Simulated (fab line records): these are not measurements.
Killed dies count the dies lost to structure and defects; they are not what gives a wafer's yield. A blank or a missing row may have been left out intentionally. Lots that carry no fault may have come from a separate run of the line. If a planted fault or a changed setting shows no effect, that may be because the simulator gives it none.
A struck lot beside a sound one ; flow nand-harc ; 14 out of 1302 route steps
Sound: the wafers L868.2, L868.3, L868.5. Struck: wafer L889.2 (left out: L889.3, L889.5 of the same lot, which were not struck); the cause appears at the end.
At each step with rows: each side's tool, then ch and its chambers, then its first start. Under that, the readings that differ: sound wafers ; struck wafers ; difference of the means ; sigmas: that difference in standard deviations of wafers without a fault.
alike: readings whose means differ by less than 2 such deviations, and words and numbers that are the same on both sides. not compared: withheld readings, readings that some wafer has no value for, bounds like >300 that may hide the same value, and numbers for which the record gives no deviation and whose values overlap.
The two part at a step that has a row with sigmas, a row that says differs or no value, or rows on one side only. Numbers that have no deviation but don't overlap get no sigmas and don't part them. A reading missing from all wafers of one side parts the sides only when that side holds two or more wafers.

first, 4 steps without rows for these wafers: NHARC_P_BONDPAD_EBR_05; NHARC_P_BONDPAD_EXPOSE_06 (exposes mask P BPAD); NHARC_P_BONDPAD_PEB_07 (peb time 80 s); NHARC_P_BONDPAD_DEVELOP_08 (time 50 s).
NHARC_P_BONDPAD_CD_MEAS_09: the cd target is 500 nm.
  sound on cd-sem-03 ch 0, day 6 20:56; struck on cd-sem-02 ch 0, day 15 12:23
  alike: cd-nm
NHARC_P_BONDPAD_OVL_MEAS_38:
  struck on overlay-01, day 15 12:28; sound on overlay-01, day 6 21:02
  alike: overlay-x-nm, overlay-y-nm
then, 1 step without rows for these wafers: NHARC_P_BONDPAD_HARDBAKE_10 (time 65 s).
NHARC_P_BONDPAD_DESCUM_11: chemistry O2, time 3 s.
  sound on rie-diel-12 ch 1,2,3, day 6 21:09; struck on rie-diel-02 ch 1, day 15 12:36
reading;sound;struck;difference;sigmas
rf-vpp-V (V);56.6 57.1 57.1;58.7;+1.8;+2
  alike: drypump-motor-current-A, oes-product-au, showerhead-plenum-p-Torr, throttle-valve-pct
  not compared: rf-hours-counter-h
NHARC_P_BONDPAD_ETCH_37: etches the open film in N2/H2, target depth 60 nm, overetch 18 nm, time 65.91 s.
  sound on rie-diel-12 ch 0,2,3, day 6 21:14; struck on rie-diel-02 ch 2, day 15 12:41
reading;sound;struck;difference;sigmas
drypump-motor-current-A (A);5.5 5.4 4.9;6.4;+1.1;+3
  alike: oes-product-au, rf-vpp-V, run-length-s, showerhead-plenum-p-Torr, throttle-valve-pct
  not compared: rf-hours-counter-h
NHARC_P_BONDPAD_ETCH_12: etches the open film in CHF3/O2, target depth 200 nm, time 100 s.
  sound on rie-diel-12 ch 0,2,3; struck on rie-diel-02 ch 0
  alike: drypump-motor-current-A, oes-product-au, rf-vpp-V, run-length-s, showerhead-plenum-p-Torr, throttle-valve-pct
  not compared: rf-hours-counter-h
NHARC_P_BONDPAD_CD_MEAS_13:
  struck on cd-sem-01, day 15 12:55; sound on cd-sem-01, day 6 21:28
reading;sound;struck;difference;sigmas
cd-nm (nm);497.0 496.6 494.3;500.7;+4.7;+3
NHARC_P_BONDPAD_STRIP_15: strips in O2.
  sound on rie-diel-04 ch 0,3, day 6 21:32; struck on rie-diel-12 ch 2, day 15 12:59
  alike: drypump-motor-current-A, oes-product-au, rf-vpp-V, showerhead-plenum-p-Torr, throttle-valve-pct
  not compared: rf-hours-counter-h
NHARC_P_BONDPAD_ETCH_24: etches the open film in CF4/N2, target depth 30 nm, time 72.99 s.
  sound on rie-diel-04 ch 0,2, day 6 21:42; struck on rie-diel-12 ch 0, day 15 13:10
reading;sound;struck;difference;sigmas
run-length-s (s);94.1 93.7 94.4;73.5;-20.6;-56
throttle-valve-pct (%);19.786 19.786 19.799;19.810;+0.020;+2
  alike: drypump-motor-current-A, oes-product-au, rf-vpp-V, showerhead-plenum-p-Torr
  not compared: rf-hours-counter-h
then, 1 step without rows for these wafers: NHARC_P_BONDPAD_STRIP_16 (strips in post etch residue remover, time 600 s).

## WHERE THEY PART
Earliest at NHARC_P_BONDPAD_DESCUM_11; latest, in this record, at NHARC_P_BONDPAD_ETCH_24.

WHY: what had been put in by the simulator
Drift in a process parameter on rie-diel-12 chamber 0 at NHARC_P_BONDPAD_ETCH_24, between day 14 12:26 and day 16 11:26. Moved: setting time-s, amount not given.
